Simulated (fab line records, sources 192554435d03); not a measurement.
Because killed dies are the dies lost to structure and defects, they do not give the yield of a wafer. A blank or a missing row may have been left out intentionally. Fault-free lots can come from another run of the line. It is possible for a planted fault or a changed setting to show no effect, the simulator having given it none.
Matching of chambers | flow n5Finfet | pecvd-01 running N5_BEOL_M0_SAQP_HM_DEP_111: 3 sister chambers
The step deposits SiO2 from SiH4/N2O, target thk 12 nm, time 7.2 s. 6 wafers are shown with their chamber, then 8 later ones without.

## WAFERS PAIRED WITH THEIR CHAMBERS
wafer  | chamber | showerheadPlenumPTorr (Torr) | heaterPowerW (W)
L080.2 | 2       | 8.08                         | 763
L081.6 | 1       | 8.14                         | 739
L082.5 | 1       | 8.15                         | 845
L083.4 | 2       | 8.08                         | 739
L083.5 | 0       | 8.26                         | 689
L091.2 | 0       | 8.30                         | 555

## WAFERS MISSING THEIR CHAMBER
wafer  | showerheadPlenumPTorr (Torr) | heaterPowerW (W)
L091.3 | 8.08                         | 803
L091.6 | 8.08                         | 788
L093.1 | 8.15                         | 691
L093.2 | 8.08                         | 822
L093.5 | 8.31                         | 637
L097.2 | 8.15                         | 813
L097.4 | 8.13                         | 778
L097.5 | 8.29                         | 598

## EACH ONE'S CHAMBER
wafer  | from the rows above | in truth
L091.3 | 2                   | 2
L091.6 | 2                   | 2
L093.1 | 1                   | 1
L093.2 | 2                   | 2
L093.5 | 0                   | 0
L097.2 | 1                   | 1
L097.4 | 1                   | 1
L097.5 | 0                   | 0
Placed correctly: 8 of 8. From these rows, 0 cannot be placed. 0 placed wrongly.
How it was worked out, from the rows above alone: a wafer's distance from a chamber is the root of the sum, over the readings, of the square of ((its reading less the chamber's mean) divided by the reading's scatter). The wafer belongs to the nearest chamber; if the next one is less than 2 further off, it can't be placed. A chamber's mean is the mean of its shown wafers. The scatter: take each reading less its chamber's mean, square it, sum over the shown wafers, divide by the number of wafers less the number of chambers, and take the root.
